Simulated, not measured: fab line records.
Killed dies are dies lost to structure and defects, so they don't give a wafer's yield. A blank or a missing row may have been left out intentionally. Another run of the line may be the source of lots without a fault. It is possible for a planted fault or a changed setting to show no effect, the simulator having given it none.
fab line records	flow nandHarc
[record] lots = 24	wafers = 72	lastDay = 34
route steps=1302 shown P_BONDPAD@368 A_ONON_D1@425 A_CHANNEL_HOLE_D1@463
lots that met no fault: taken from a fault-free run of the same line
startH: hours from the record's opening day to when the first of the lot's shown wafers began	waitH: hours elapsed since this lot's preceding step	" the same as in the row above	L1.1+2: several wafers, shown together as one row	- no value present, or no start provided	* or withheld: withheld	< > ~ a bound
route shown NAME@n: NAME is a module with steps in the file, n the number in the route of the first one	usual: average and standard deviation across the fault-free wafers	same: alike in all rows	chamber/n: place in a boat	sites: the reading at each site	_std_site: how widely they spread, as a standard deviation	_edge_site: outer sites' mean less inner sites'	radiusMm: how far each site lies from the wafer's centre	mask NAME#n: copy n	behind: the last tool/chamber to shape the wafer	hold: what put the lot on hold/how long, in hours/how the hold closed	device: whichever transistor did not switch (one of n, p or np)	end of line: the same wafers' tests at the end of the route	for a step that has no rows: nothing shown but its recipe	killed: at the first sort, the dies lost to defects and structure; wafer yield is something else	map: dies across one wafer; x = killed, . = not, _ = none there
set.NAME: the setting that was run; set.NAME@STEP: the one run at that earlier step	model.NAME: the simulator's own value behind a step, which no gauge read
a sample of lots followed through the steps of the route, with each step as a table and each wafer as a row
services: the hour from which a tool's chamber was out of use, counted from the record's first day as startH (under 0 if before that day), plus the number of hours and why
[[steps]]
[step NHARC_P_BONDPAD_ETCH_37]
[recipe] targetDepthA = 600	overetchA = 180	timeS = 65.91	ionEnergyEv = 200	n2FlowSccm = 150	h2FlowSccm = 150	arFlowSccm = 0	rfW = 400	biasW = 150	chemistry = N2/H2
[usual] drypumpMotorCurrentA = 5.7/0.49	oesProductAu = 0.998/0.0072	rfVppV = 430.1/2.3	showerheadPlenumPTorr = 2.02/0.074	throttleValvePct = 14.172/0.0093
lot.wafer	tool	chamber	startH	waitH	drypumpMotorCurrentA	oesProductAu	rfHoursCounterH	rfVppV	showerheadPlenumPTorr	throttleValvePct
L074.1	rieDiel-01	0	132.71	0.1	5.5	0.989	6.5	429.4	1.96	14.162
L074.3	"	3	"	"	6.5	0.993	4.6	428.7	2.02	14.171
L074.5	"	1	"	"	5.8	1.003	-	431.8	2.11	14.167
L075.4	rieDiel-01	0	148.72	0.1	5.5	0.988	7.5	430.2	1.96	14.164
L075.2	"	1	"	"	5.8	1.011	7.4	431.9	2.11	14.183
L075.1	"	3	"	"	6.5	0.993	5.9	430.0	2.02	14.187
L077.1	rieDiel-01	3	164.44	0.1	6.5	0.983	6.5	429.3	2.02	14.173
L077.5	"	1	"	"	5.8	1.004	-	430.6	2.11	14.174
L077.6	"	2	"	"	5.2	0.999	-	428.1	1.95	14.172
L076.4	rieDiel-01	0	166.61	0.1	5.4	0.988	8.3	427.8	1.96	14.173
L076.1	"	1	"	"	5.8	0.999	8.2	432.9	2.11	14.177
L076.5	"	1	"	"	5.8	0.999	-	433.5	2.11	14.180
L078.3	rieDiel-01	2	175.76	0.1	5.2	0.991	8.7	428.1	1.95	14.181
L078.6	"	2	"	"	5.2	0.994	-	427.2	1.95	14.181
L078.5	"	3	"	"	6.5	0.992	-	429.0	2.02	14.178
L079.2	rieDiel-07	3	188.43	0.1	5.8	1.000	4.4	434.0	2.14	14.177
L079.1	"	2	"	"	5.0	1.001	3.4	431.6	2.04	14.168
L079.6	"	0	"	"	6.4	0.996	-	428.1	1.93	14.182
L080.3	rieDiel-07	3	193.79	0.1	5.8	0.989	5.0	432.9	2.14	14.172
L080.5	"	2	"	"	4.9	0.999	-	430.2	2.04	14.170
L080.6	"	3	"	"	5.8	1.004	-	433.7	2.14	14.180
L081.4	rieDiel-02	2	198.47	0.1	5.2	0.994	3.9	430.5	2.02	14.183
L081.3	"	3	"	"	5.8	1.002	4.9	428.9	2.01	14.180
L081.5	"	0	"	"	6.3	1.002	-	429.5	1.99	14.151
L082.1	rieDiel-01	1	218.97	0.1	5.8	1.001	0.7	434.3	2.11	14.180
L082.2	"	2	"	"	5.2	0.996	0.7	428.1	1.95	14.176
L082.3	"	0	"	"	5.5	1.001	0.7	429.3	1.96	14.164
L083.1	rieDiel-07	0	220.11	0.1	6.4	0.987	6.5	426.8	1.93	14.179
L083.6	"	0	"	"	6.3	0.992	-	427.5	1.93	14.164
L083.5	"	1	"	"	6.1	0.990	-	428.6	1.99	14.167
L084.3	rieDiel-02	3	236.71	0.1	5.8	0.998	0.3	430.3	2.01	14.161
L084.4	"	1	"	"	5.2	1.007	0.2	434.1	2.18	14.179
L084.6	"	0	"	"	6.3	0.993	-	429.5	1.99	14.175
L085.2	rieDiel-07	1	250.11	0.1	6.1	0.986	7.1	429.2	1.99	14.174
L085.4	"	3	"	"	5.9	1.007	8.9	433.6	2.14	14.161
L085.6	"	1	"	"	6.1	0.996	-	428.8	1.99	14.185
L086.1	rieDiel-02	2	258.33	0.1	5.3	1.000	0.9	430.5	2.02	14.170
L086.2	"	3	"	"	5.8	0.992	0.9	430.3	2.01	14.176
L086.4	"	1	"	"	5.1	0.997	1.0	434.2	2.18	14.172
L087.1	rieDiel-01	0	281.77	0.1	5.5	0.996	4.1	428.8	1.96	14.177
L087.5	"	1	"	"	5.8	1.009	-	431.1	2.11	14.173
L087.6	"	2	"	"	5.2	1.001	-	426.6	1.95	14.175
L089.1	rieDiel-01	1	282.63	0.1	5.8	1.008	4.6	433.4	2.11	14.164
L089.2	"	2	"	"	5.2	1.006	4.1	428.8	1.95	14.170
L089.6	"	3	"	"	6.5	1.013	-	430.1	2.02	14.175
L088.1	rieDiel-01	0	283.61	0.1	5.5	0.995	4.3	427.9	1.96	14.153
L088.5	"	2	"	"	5.2	1.002	-	427.5	1.95	14.162
L088.6	"	3	"	"	6.5	0.999	-	431.3	2.02	14.175
L090.4	rieDiel-01	1	296.70	0.1	5.8	1.001	6.0	431.5	2.11	14.172
L090.2	"	3	"	"	6.5	1.011	3.2	431.0	2.02	14.176
L090.6	"	1	"	"	5.8	1.004	-	432.0	2.10	14.175
L091.4	rieDiel-02	3	306.06	0.1	5.8	1.002	2.0	430.3	2.01	14.178
L091.2	"	1	"	"	5.2	1.005	2.1	435.7	2.18	14.185
L091.1	"	2	"	"	5.2	0.998	2.2	430.0	2.02	14.167
L092.4	rieDiel-01	2	312.42	0.1	5.2	1.003	5.8	426.4	1.95	14.150
L092.3	"	3	"	"	6.5	1.004	3.6	430.3	2.02	14.171
L092.5	"	2	"	"	5.2	1.010	-	428.3	1.94	14.180
L094.3	rieDiel-02	1	327.87	0.1	5.2	1.000	3.2	434.0	2.18	14.167
L094.2	"	0	"	"	6.3	1.004	3.1	429.3	1.99	14.192
L094.4	"	1	"	"	5.1	0.994	-	434.0	2.18	14.180
L093.3	rieDiel-01	2	328.79	0.1	5.2	1.004	6.7	427.1	1.95	14.166
L093.2	"	3	"	"	6.5	0.996	4.5	429.8	2.02	14.148
L093.5	"	2	"	"	5.2	1.003	-	427.9	1.94	14.165
L095.3	rieDiel-02	1	340.43	0.1	5.1	0.995	3.8	435.5	2.18	14.161
L095.2	"	2	"	"	5.2	0.992	3.1	430.6	2.02	14.165
L095.1	"	3	"	"	5.8	0.997	3.5	429.8	2.00	14.167
L096.1	rieDiel-02	2	353.50	0.1	5.3	0.990	3.2	430.2	2.01	14.182
L096.2	"	3	"	"	5.9	0.999	3.6	428.5	2.00	14.175
L096.5	"	2	"	"	5.2	1.003	-	428.5	2.01	14.183
L097.2	rieDiel-07	0	366.92	0.1	6.4	0.990	3.6	426.9	1.93	14.161
L097.4	"	2	"	"	5.0	0.985	2.5	430.8	2.04	14.174
L097.6	"	0	"	"	6.4	0.987	-	426.9	1.93	14.174
[step NHARC_P_BONDPAD_ACTIVATE_29]
[recipe] timeS = 60	n2FlowSccm = 200	arFlowSccm = 0	biasPowerW = 0	chemistry = N2
[usual] drypumpMotorCurrentA = 5.7/0.48	oesProductAu = 0.999/0.008	rfVppV = 64.1/0.94	showerheadPlenumPTorr = 1.75/0.06
lot.wafer	tool	chamber	startH	waitH	drypumpMotorCurrentA	oesProductAu	rfHoursCounterH	rfVppV	showerheadPlenumPTorr
L074.1	rieDiel-02	2	135.25	0.1	5.3	0.999	2.5	62.6	1.75
L074.3	"	3	"	"	5.8	1.000	3.1	63.1	1.74
L074.5	"	3	"	"	5.8	1.005	-	64.7	1.74
L075.2	rieDiel-07	1	151.28	0.1	6.0	0.997	1.2	62.8	1.73
L075.4	"	2	"	"	5.0	1.003	1.0	64.2	1.77
L075.1	"	0	"	"	6.3	0.987	1.2	65.1	1.68
L077.1	rieDiel-07	0	167.01	0.1	6.3	0.992	3.0	64.6	1.67
L077.6	"	1	"	"	6.1	0.994	-	65.8	1.73
L077.5	"	2	"	"	5.0	1.002	-	64.3	1.77
L076.1	rieDiel-01	2	169.21	0.1	5.2	1.000	8.5	63.5	1.69
L076.4	"	0	"	"	5.5	0.996	8.4	64.2	1.70
L076.5	"	2	"	"	5.2	1.010	-	63.9	1.69
L078.3	rieDiel-01	0	178.42	0.1	5.5	0.990	9.0	64.6	1.70
L078.6	"	2	"	"	5.1	0.994	-	64.3	1.69
L078.5	"	3	"	"	6.5	0.979	-	63.3	1.75
L079.1	rieDiel-01	2	190.99	0.1	5.2	1.003	9.7	65.7	1.69
L079.2	"	0	"	"	5.5	0.988	9.9	65.0	1.70
L079.6	"	2	"	"	5.2	0.998	-	64.2	1.69
L080.3	rieDiel-01	1	196.32	0.1	5.8	0.998	10.0	64.5	1.82
L080.6	"	1	"	"	5.8	0.997	-	65.7	1.82
L080.5	"	2	"	"	5.2	0.995	-	62.7	1.69
L081.3	rieDiel-07	2	201.01	0.1	5.0	0.997	4.1	66.0	1.77
L081.4	"	0	"	"	6.3	0.995	5.7	65.3	1.67
L081.5	"	1	"	"	6.1	0.998	-	65.1	1.72
L082.1	rieDiel-01	1	221.64	0.1	5.8	1.017	0.9	64.6	1.82
L082.3	"	2	"	"	5.2	1.004	0.9	63.8	1.69
L082.2	"	0	"	"	5.4	1.007	0.9	62.9	1.70
L083.1	rieDiel-07	3	222.65	0.1	5.8	0.990	6.0	63.9	1.86
L083.5	"	2	"	"	5.0	0.996	-	65.5	1.77
L083.6	"	3	"	"	5.8	0.989	-	65.5	1.86
L084.4	rieDiel-01	2	239.32	0.1	5.2	1.002	1.3	63.7	1.69
L084.3	"	1	"	"	5.8	1.016	2.0	64.8	1.82
L084.6	"	2	"	"	5.2	1.003	-	63.1	1.69
L085.4	rieDiel-02	3	252.68	0.1	5.8	0.990	0.8	65.4	1.74
L085.2	"	1	"	"	5.1	1.002	0.9	63.9	1.89
L085.6	"	3	"	"	5.8	1.007	-	63.1	1.74
L086.4	rieDiel-02	2	260.89	0.1	5.2	0.994	1.0	65.1	1.75
L086.2	"	3	"	"	5.8	1.004	0.9	62.3	1.74
L086.1	"	0	"	"	6.3	0.999	1.0	64.8	1.72
L087.1	rieDiel-01	1	284.31	0.1	5.8	1.004	4.7	64.1	1.82
L087.6	"	0	"	"	5.4	1.005	-	65.0	1.70
L087.5	"	1	"	"	5.8	0.994	-	64.1	1.82
L089.2	rieDiel-01	3	285.16	0.1	6.5	0.998	2.4	62.8	1.75
L089.1	"	2	"	"	5.2	0.997	4.3	65.9	1.69
L089.6	"	0	"	"	5.4	1.008	-	65.5	1.70
L088.1	rieDiel-07	1	286.14	0.1	6.1	0.991	7.7	62.4	1.72
L088.5	"	1	"	"	6.1	0.988	-	64.7	1.72
L088.6	"	2	"	"	5.0	0.993	-	64.2	1.77
L090.4	rieDiel-01	1	299.22	0.1	5.8	1.009	6.1	63.5	1.82
L090.2	"	2	"	"	5.2	1.000	5.6	64.3	1.69
L090.6	"	0	"	"	5.5	1.006	-	64.8	1.70
L091.4	rieDiel-01	1	308.82	0.1	5.8	0.999	6.3	63.5	1.82
L091.2	"	2	"	"	5.2	0.998	5.8	64.0	1.69
L091.1	"	3	"	"	6.5	0.987	3.6	64.5	1.75
L092.4	rieDiel-01	3	314.98	0.1	6.5	1.002	3.7	64.5	1.75
L092.3	"	0	"	"	5.5	0.992	5.8	62.7	1.70
L092.5	"	2	"	"	5.2	1.012	-	64.5	1.69
L094.3	rieDiel-01	3	330.45	0.1	6.5	1.010	4.6	64.3	1.75
L094.4	"	0	"	"	5.4	0.997	7.0	63.1	1.70
L094.2	"	2	"	"	5.2	1.003	6.8	64.1	1.69
L093.2	rieDiel-02	1	331.35	0.1	5.1	1.001	3.3	64.4	1.88
L093.3	"	2	"	"	5.3	0.997	2.7	63.5	1.75
L093.5	"	1	"	"	5.1	0.999	-	64.1	1.89
L095.3	rieDiel-01	0	343.05	0.1	5.4	0.998	7.2	63.8	1.70
L095.2	"	1	"	"	5.8	1.002	7.8	65.3	1.82
L095.1	"	2	"	"	5.2	0.998	7.0	63.2	1.69
L096.2	rieDiel-02	1	356.02	0.1	5.1	1.004	4.0	64.1	1.88
L096.1	"	2	"	"	5.2	0.992	3.4	63.7	1.75
L096.5	"	1	"	"	5.1	1.000	-	63.4	1.88
L097.2	rieDiel-01	0	369.48	0.1	5.5	0.990	8.6	63.1	1.70
L097.4	"	1	"	"	5.8	1.009	9.4	63.3	1.82
L097.6	"	1	"	"	5.8	0.992	-	65.1	1.82
[step NHARC_A_ONON_D1_THK_MEAS_02]
[recipe] thkMeasGauge = ellipsometry
[usual] thkNm = 995/9
lot.wafer	tool	chamber	startH	waitH	thkNm
L074.1	filmMetro-02	-	159.24	-	1004
L074.3	"	-	"	"	1002
L074.5	"	-	"	"	1002
L075.1	filmMetro-02	-	176.87	-	989
L075.2	"	-	"	"	988
L075.4	"	-	"	"	987
L077.1	filmMetro-01	-	194.22	-	993
L077.5	"	-	"	"	991
L077.6	"	-	"	"	994
L076.1	filmMetro-02	-	194.22	-	1001
L076.4	"	-	"	"	998
L076.5	"	-	"	"	1001
L078.3	filmMetro-02	-	203.36	-	1015
L078.5	"	-	"	"	1015
L078.6	"	-	"	"	1013
L079.1	filmMetro-02	-	216.21	-	1005
L079.2	"	-	"	"	1007
L079.6	"	-	"	"	1004
L080.3	filmMetro-01	-	220.09	-	998
L080.5	"	-	"	"	998
L080.6	"	-	"	"	997
L081.3	filmMetro-02	-	224.00	-	991
L081.4	"	-	"	"	991
L081.5	"	-	"	"	992
L083.1	filmMetro-02	-	246.47	-	979
L083.5	"	-	"	"	981
L083.6	"	-	"	"	980
L082.1	filmMetro-01	-	246.48	-	1004
L082.2	"	-	"	"	1004
L082.3	"	-	"	"	1003
L084.3	filmMetro-01	-	263.78	-	984
L084.4	"	-	"	"	983
L084.6	"	-	"	"	984
L085.2	filmMetro-01	-	278.75	-	997
L085.4	"	-	"	"	996
L085.6	"	-	"	"	998
L086.1	filmMetro-01	-	284.71	-	988
L086.2	"	-	"	"	985
L086.4	"	-	"	"	986
L089.1	filmMetro-02	-	308.20	-	987
L089.2	"	-	"	"	986
L089.6	"	-	"	"	988
L087.1	filmMetro-02	-	308.20	-	1013
L087.5	"	-	"	"	1012
L087.6	"	-	"	"	1013
L088.1	filmMetro-01	-	308.21	-	986
L088.5	"	-	"	"	986
L088.6	"	-	"	"	986
L090.2	filmMetro-01	-	324.84	-	994
L090.4	"	-	"	"	996
L090.6	"	-	"	"	998
L091.1	filmMetro-02	-	331.54	-	995
L091.2	"	-	"	"	996
L091.4	"	-	"	"	994
L092.3	filmMetro-02	-	340.40	-	987
L092.4	"	-	"	"	987
L092.5	"	-	"	"	988
L093.2	filmMetro-02	-	356.17	-	1000
L093.3	"	-	"	"	1000
L093.5	"	-	"	"	1000
L094.2	filmMetro-01	-	356.17	-	984
L094.3	"	-	"	"	983
L094.4	"	-	"	"	983
L095.1	filmMetro-01	-	366.79	-	992
L095.2	"	-	"	"	992
L095.3	"	-	"	"	991
L096.1	filmMetro-02	-	388.80	-	1000
L096.2	"	-	"	"	1000
L096.5	"	-	"	"	998
L097.2	filmMetro-02	-	402.46	-	1001
L097.4	"	-	"	"	1001
L097.6	"	-	"	"	1002
[step NHARC_A_ONON_D1_THK_MEAS_14]
[recipe] thkMeasGauge = ellipsometry
[usual] thkNm = 999/12
lot.wafer	tool	chamber	startH	waitH	thkNm
L074.1	filmMetro-02	-	161.51	-	993
L074.3	"	-	"	"	992
L074.5	"	-	"	"	994
L075.1	filmMetro-01	-	179.14	-	1010
L075.2	"	-	"	"	1011
L075.4	"	-	"	"	1009
L076.1	filmMetro-02	-	196.48	-	1000
L076.4	"	-	"	"	999
L076.5	"	-	"	"	999
L077.1	filmMetro-01	-	196.52	-	996
L077.5	"	-	"	"	996
L077.6	"	-	"	"	997
L078.3	filmMetro-01	-	205.62	-	1006
L078.5	"	-	"	"	1007
L078.6	"	-	"	"	1006
L079.1	filmMetro-02	-	218.48	-	989
L079.2	"	-	"	"	992
L079.6	"	-	"	"	988
L080.3	filmMetro-01	-	222.36	-	997
L080.5	"	-	"	"	995
L080.6	"	-	"	"	997
L081.3	filmMetro-01	-	226.26	-	1003
L081.4	"	-	"	"	1001
L081.5	"	-	"	"	1002
L083.1	filmMetro-02	-	248.73	-	1007
L083.5	"	-	"	"	1009
L083.6	"	-	"	"	1008
L082.1	filmMetro-01	-	248.75	-	988
L082.2	"	-	"	"	992
L082.3	"	-	"	"	992
L084.3	filmMetro-02	-	266.05	-	1006
L084.4	"	-	"	"	1006
L084.6	"	-	"	"	1006
L085.2	filmMetro-01	-	281.02	-	1017
L085.4	"	-	"	"	1017
L085.6	"	-	"	"	1017
L086.1	filmMetro-02	-	286.99	-	998
L086.2	"	-	"	"	1000
L086.4	"	-	"	"	1001
L089.1	filmMetro-01	-	310.46	-	989
L089.2	"	-	"	"	990
L089.6	"	-	"	"	989
L088.1	filmMetro-02	-	310.47	-	1021
L088.5	"	-	"	"	1021
L088.6	"	-	"	"	1021
L087.1	filmMetro-01	-	310.66	-	1004
L087.5	"	-	"	"	1006
L087.6	"	-	"	"	1006
L090.2	filmMetro-02	-	327.11	-	997
L090.4	"	-	"	"	998
L090.6	"	-	"	"	998
L091.1	filmMetro-01	-	333.81	-	975
L091.2	"	-	"	"	973
L091.4	"	-	"	"	974
L092.3	filmMetro-02	-	342.66	-	998
L092.4	"	-	"	"	999
L092.5	"	-	"	"	998
L093.2	filmMetro-02	-	358.44	-	983
L093.3	"	-	"	"	988
L093.5	"	-	"	"	988
L094.2	filmMetro-01	-	358.45	-	1009
L094.3	"	-	"	"	1009
L094.4	"	-	"	"	1009
L095.1	filmMetro-01	-	369.32	-	1006
L095.2	"	-	"	"	1006
L095.3	"	-	"	"	1003
L096.1	filmMetro-02	-	391.06	-	998
L096.2	"	-	"	"	999
L096.5	"	-	"	"	997
L097.2	filmMetro-02	-	404.76	-	968
L097.4	"	-	"	"	972
L097.6	"	-	"	"	972
[step NHARC_A_ONON_D1_THK_MEAS_24]
[recipe] thkMeasGauge = ellipsometry
[usual] thkNm = 1000/8.1
lot.wafer	tool	chamber	startH	waitH	thkNm
L074.1	filmMetro-01	-	170.34	-	1004
L074.3	"	-	"	"	1004
L074.5	"	-	"	"	1004
L075.1	filmMetro-01	-	189.94	-	988
L075.2	"	-	"	"	989
L075.4	"	-	"	"	989
L077.1	filmMetro-02	-	205.73	-	1007
L077.5	"	-	"	"	1010
L077.6	"	-	"	"	1006
L076.1	filmMetro-01	-	205.75	-	992
L076.4	"	-	"	"	992
L076.5	"	-	"	"	994
L078.3	filmMetro-01	-	214.99	-	1003
L078.5	"	-	"	"	1004
L078.6	"	-	"	"	1003
L079.1	filmMetro-01	-	227.80	-	1013
L079.2	"	-	"	"	1010
L079.6	"	-	"	"	1010
L080.3	filmMetro-01	-	233.73	-	995
L080.5	"	-	"	"	996
L080.6	"	-	"	"	995
L081.3	filmMetro-02	-	233.73	-	995
L081.4	"	-	"	"	994
L081.5	"	-	"	"	995
L083.1	filmMetro-01	-	257.64	-	992
L083.5	"	-	"	"	992
L083.6	"	-	"	"	992
L082.1	filmMetro-02	-	257.66	-	1006
L082.2	"	-	"	"	1006
L082.3	"	-	"	"	1004
L084.3	filmMetro-02	-	275.25	-	1008
L084.4	"	-	"	"	1011
L084.6	"	-	"	"	1009
L085.2	filmMetro-01	-	289.94	-	1007
L085.4	"	-	"	"	1007
L085.6	"	-	"	"	1006
L086.1	filmMetro-01	-	297.89	-	1003
L086.2	"	-	"	"	1001
L086.4	"	-	"	"	1001
L087.1	filmMetro-01	-	320.59	-	994
L087.5	"	-	"	"	994
L087.6	"	-	"	"	995
L088.1	filmMetro-02	-	320.73	-	1017
L088.5	"	-	"	"	1017
L088.6	"	-	"	"	1016
L089.1	filmMetro-02	-	320.94	-	1003
L089.2	"	-	"	"	1001
L089.6	"	-	"	"	1003
L090.2	filmMetro-01	-	336.65	-	988
L090.4	"	-	"	"	987
L090.6	"	-	"	"	986
L091.1	filmMetro-01	-	344.57	-	1004
L091.2	"	-	"	"	1004
L091.4	"	-	"	"	1004
L092.3	filmMetro-01	-	355.10	-	1007
L092.4	"	-	"	"	1007
L092.5	"	-	"	"	1007
L094.2	filmMetro-01	-	367.49	-	992
L094.3	"	-	"	"	990
L094.4	"	-	"	"	992
L093.2	filmMetro-01	-	367.71	-	991
L093.3	"	-	"	"	989
L093.5	"	-	"	"	990
L095.1	filmMetro-02	-	389.72	-	990
L095.2	"	-	"	"	987
L095.3	"	-	"	"	988
L096.1	filmMetro-02	-	404.33	-	1004
L096.2	"	-	"	"	1003
L096.5	"	-	"	"	1004
L097.2	filmMetro-02	-	413.68	-	999
L097.4	"	-	"	"	999
L097.6	"	-	"	"	999
[step NHARC_A_CHANNEL_HOLE_D1_OVL_MEAS_11]
[usual] overlayXNm = 0.0/0.59	overlayYNm = -0.2/0.68
lot.wafer	tool	chamber	startH	waitH	overlayXNm	overlayYNm
L074.1	overlay-01	-	177.26	-	-0.2	-0.5
L074.3	"	-	"	"	0.2	-0.2
L074.5	"	-	"	"	0.0	0.0
L075.1	overlay-02	-	194.56	-	0.5	0.9
L075.2	"	-	"	"	0.6	1.1
L075.4	"	-	"	"	0.5	0.9
L077.1	overlay-01	-	211.03	-	0.8	0.4
L077.5	"	-	"	"	0.4	-0.5
L077.6	"	-	"	"	0.9	0.0
L076.1	overlay-02	-	212.27	-	-0.8	-0.4
L076.4	"	-	"	"	-0.8	-0.5
L076.5	"	-	"	"	-1.2	-0.7
L078.3	overlay-01	-	222.03	-	-0.2	0.1
L078.5	"	-	"	"	-0.4	0.3
L078.6	"	-	"	"	0.1	0.7
L079.1	overlay-01	-	232.28	-	0.3	1.3
L079.2	"	-	"	"	0.4	1.3
L079.6	"	-	"	"	0.4	1.3
L081.3	overlay-01	-	238.19	-	-0.3	-0.6
L081.4	"	-	"	"	0.4	-0.7
L081.5	"	-	"	"	-0.1	-1.1
L080.3	overlay-02	-	239.24	-	-0.2	-0.3
L080.5	"	-	"	"	0.1	-1.1
L080.6	"	-	"	"	-0.8	-0.5
L083.1	overlay-02	-	264.42	-	0.2	-1.1
L083.5	"	-	"	"	-0.4	-0.9
L083.6	"	-	"	"	-0.6	-0.3
L082.1	overlay-01	-	265.85	-	0.0	-0.4
L082.2	"	-	"	"	0.1	0.0
L082.3	"	-	"	"	-0.5	-0.5
L084.3	overlay-01	-	279.79	-	-0.2	-1.4
L084.4	"	-	"	"	0.4	-1.1
L084.6	"	-	"	"	0.0	-0.8
L085.2	overlay-02	-	295.19	-	-0.1	-0.6
L085.4	"	-	"	"	-0.6	-0.6
L085.6	"	-	"	"	-0.3	0.4
L086.1	overlay-02	-	304.35	-	0.5	0.0
L086.2	"	-	"	"	1.0	-0.4
L086.4	"	-	"	"	0.4	0.1
L087.1	overlay-01	-	325.04	-	0.2	0.1
L087.5	"	-	"	"	-0.2	0.1
L087.6	"	-	"	"	-0.2	-0.4
L088.1	overlay-01	-	325.33	-	0.4	-0.3
L088.5	"	-	"	"	-0.8	-0.3
L088.6	"	-	"	"	0.0	-0.2
L089.1	overlay-02	-	325.60	-	1.1	-1.1
L089.2	"	-	"	"	1.5	-0.9
L089.6	"	-	"	"	1.0	-1.7
L090.2	overlay-02	-	343.91	-	-1.4	-0.5
L090.4	"	-	"	"	-0.8	0.0
L090.6	"	-	"	"	-0.9	-0.3
L091.1	overlay-02	-	349.06	-	0.1	-0.4
L091.2	"	-	"	"	0.5	-0.5
L091.4	"	-	"	"	-0.7	-0.8
L092.3	overlay-02	-	359.61	-	0.5	-0.1
L092.4	"	-	"	"	0.0	-0.2
L092.5	"	-	"	"	0.1	0.4
L094.2	overlay-01	-	372.40	-	0.0	0.6
L094.3	"	-	"	"	-0.1	-0.3
L094.4	"	-	"	"	-0.2	0.1
L093.2	overlay-01	-	375.83	-	-0.6	-1.3
L093.3	"	-	"	"	-0.4	-0.7
L093.5	"	-	"	"	-0.9	-0.8
L095.1	overlay-02	-	394.21	-	0.2	1.2
L095.2	"	-	"	"	0.0	1.1
L095.3	"	-	"	"	-0.2	0.6
L096.1	overlay-02	-	408.82	-	-0.9	0.4
L096.2	"	-	"	"	-1.2	0.4
L096.5	"	-	"	"	-0.7	0.2
L097.2	overlay-02	-	419.81	-	0.1	-0.3
L097.4	"	-	"	"	0.3	-0.4
L097.6	"	-	"	"	0.6	0.5
[[services]]
tool	chamber	startH	hours	kind
rieDiel-01	0	109.32	-	clean
rieDiel-01	1	109.32	-	clean
rieDiel-01	2	109.32	-	clean
rieDiel-01	3	109.32	-	clean
rieDiel-07	-	117.20	9.0	pm
rieDiel-01	2	119.88	3.0	repair
rieDiel-01	0	133.82	-	clean
rieDiel-01	1	133.82	-	clean
rieDiel-01	2	133.82	-	clean
rieDiel-02	-	133.96	1.0	repair
rieDiel-02	2	138.95	15.7	repair
rieDiel-02	2	179.81	6.3	repair
rieDiel-02	0	187.40	1.6	repair
rieDiel-01	-	203.80	9.0	pm
rieDiel-01	3	214.29	14.6	repair
rieDiel-02	-	216.74	9.0	pm
rieDiel-01	2	224.78	8.7	repair
rieDiel-07	1	241.12	4.1	repair
rieDiel-01	3	245.67	2.4	repair
rieDiel-07	-	271.60	0.8	repair
rieDiel-07	-	294.20	9.0	pm
rieDiel-01	-	310.72	1.1	repair
rieDiel-02	2	321.45	8.6	repair
rieDiel-02	3	344.23	2.7	repair
[[key]]
fault none
